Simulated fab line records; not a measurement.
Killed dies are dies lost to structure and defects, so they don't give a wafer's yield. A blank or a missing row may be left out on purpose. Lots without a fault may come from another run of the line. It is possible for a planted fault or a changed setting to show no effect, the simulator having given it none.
Matching of chambers :: flow n5-finfet :: rie-si-02 running N5_FIN_SAQP_MANDREL_ETCH_58: 4 sister chambers
The step etches a-Si in HBr/Cl2, stops on SiNx, target depth 45 nm, bt time 10 s, time 27 s. 18 wafers are shown with their chamber, then 9 later ones without.

WAFERS, EACH WITH ITS CHAMBER
wafer: L075.1
chamber: 1
throttle-valve-pct (%): 35.78
drypump-motor-current-A (A): 5.7
oes-product-au (a.u.): 0.690

wafer: L075.3
chamber: 0
throttle-valve-pct (%): 35.33
drypump-motor-current-A (A): 6.3
oes-product-au (a.u.): 0.709

wafer: L075.5
chamber: 3
throttle-valve-pct (%): 35.62
drypump-motor-current-A (A): 6.3
oes-product-au (a.u.): 0.700

wafer: L081.1
chamber: 2
throttle-valve-pct (%): 35.38
drypump-motor-current-A (A): 5.9
oes-product-au (a.u.): 0.676

wafer: L081.3
chamber: 3
throttle-valve-pct (%): 35.64
drypump-motor-current-A (A): 6.2
oes-product-au (a.u.): 0.690

wafer: L081.5
chamber: 1
throttle-valve-pct (%): 35.81
drypump-motor-current-A (A): 5.6
oes-product-au (a.u.): 0.682

wafer: L082.2
chamber: 3
throttle-valve-pct (%): 35.62
drypump-motor-current-A (A): 6.3
oes-product-au (a.u.): 0.708

wafer: L082.3
chamber: 2
throttle-valve-pct (%): 35.38
drypump-motor-current-A (A): 5.9
oes-product-au (a.u.): 0.685

wafer: L082.5
chamber: 1
throttle-valve-pct (%): 35.78
drypump-motor-current-A (A): 5.6
oes-product-au (a.u.): 0.686

wafer: L083.2
chamber: 2
throttle-valve-pct (%): 35.38
drypump-motor-current-A (A): 5.9
oes-product-au (a.u.): 0.684

wafer: L083.3
chamber: 1
throttle-valve-pct (%): 35.81
drypump-motor-current-A (A): 5.7
oes-product-au (a.u.): 0.674

wafer: L083.6
chamber: 0
throttle-valve-pct (%): 35.34
drypump-motor-current-A (A): 6.3
oes-product-au (a.u.): 0.708

wafer: L088.2
chamber: 3
throttle-valve-pct (%): 35.65
drypump-motor-current-A (A): 6.4
oes-product-au (a.u.): 0.699

wafer: L088.3
chamber: 2
throttle-valve-pct (%): 35.41
drypump-motor-current-A (A): 5.9
oes-product-au (a.u.): 0.679

wafer: L088.5
chamber: 0
throttle-valve-pct (%): 35.35
drypump-motor-current-A (A): 6.3
oes-product-au (a.u.): 0.709

wafer: L089.1
chamber: 0
throttle-valve-pct (%): 35.35
drypump-motor-current-A (A): 6.3
oes-product-au (a.u.): 0.702

wafer: L089.2
chamber: 2
throttle-valve-pct (%): 35.36
drypump-motor-current-A (A): 5.9
oes-product-au (a.u.): 0.693

wafer: L089.3
chamber: 3
throttle-valve-pct (%): 35.62
drypump-motor-current-A (A): 6.3
oes-product-au (a.u.): 0.693

SIGNATURES, as means of the wafers listed above
reading: throttle-valve-pct
chamber 0: 35.3425
chamber 1: 35.7950
chamber 2: 35.3820
chamber 3: 35.6300
scatter within a chamber: 0.0152

reading: drypump-motor-current-A
chamber 0: 6.300
chamber 1: 5.650
chamber 2: 5.900
chamber 3: 6.300
scatter within a chamber: 0.0463

reading: oes-product-au
chamber 0: 0.70700
chamber 1: 0.68300
chamber 2: 0.68340
chamber 3: 0.69800
scatter within a chamber: 0.00619
Rule: a wafer's distance from a chamber is the root of the sum, over the readings, of the square of ((its reading less the chamber's mean) divided by the reading's scatter). If the next closest chamber is less than 2 further off than the closest, the wafer can't be placed; otherwise it belongs to the closest. The scatter: take each reading less its chamber's mean, square it, sum over the shown wafers, divide by the number of wafers less the number of chambers, and take the root.

WAFERS WITH NO CHAMBER GIVEN
wafer: L092.1
throttle-valve-pct (%): 35.79
drypump-motor-current-A (A): 5.6
oes-product-au (a.u.): 0.687

wafer: L092.2
throttle-valve-pct (%): 35.40
drypump-motor-current-A (A): 5.9
oes-product-au (a.u.): 0.682

wafer: L092.3
throttle-valve-pct (%): 35.64
drypump-motor-current-A (A): 6.2
oes-product-au (a.u.): 0.699

wafer: L092.4
throttle-valve-pct (%): 35.31
drypump-motor-current-A (A): 6.3
oes-product-au (a.u.): 0.714

wafer: L092.5
throttle-valve-pct (%): 35.36
drypump-motor-current-A (A): 5.9
oes-product-au (a.u.): 0.690

wafer: L092.6
throttle-valve-pct (%): 35.64
drypump-motor-current-A (A): 6.4
oes-product-au (a.u.): 0.698

wafer: L094.2
throttle-valve-pct (%): 35.34
drypump-motor-current-A (A): 6.3
oes-product-au (a.u.): 0.714

wafer: L094.5
throttle-valve-pct (%): 35.35
drypump-motor-current-A (A): 5.9
oes-product-au (a.u.): 0.688

wafer: L094.6
throttle-valve-pct (%): 35.80
drypump-motor-current-A (A): 5.7
oes-product-au (a.u.): 0.683

THE CHAMBER EACH PASSED THROUGH
wafer: L092.1
from the rows above: 1
in truth: 1

wafer: L092.2
from the rows above: 2
in truth: 2

wafer: L092.3
from the rows above: 3
in truth: 3

wafer: L092.4
from the rows above: 0
in truth: 0

wafer: L092.5
from the rows above: 2
in truth: 2

wafer: L092.6
from the rows above: 3
in truth: 3

wafer: L094.2
from the rows above: 0
in truth: 0

wafer: L094.5
from the rows above: 2
in truth: 2

wafer: L094.6
from the rows above: 1
in truth: 1
Placed correctly: 9 of 9. Can't be placed from these rows: 0. Placed wrongly: 0.
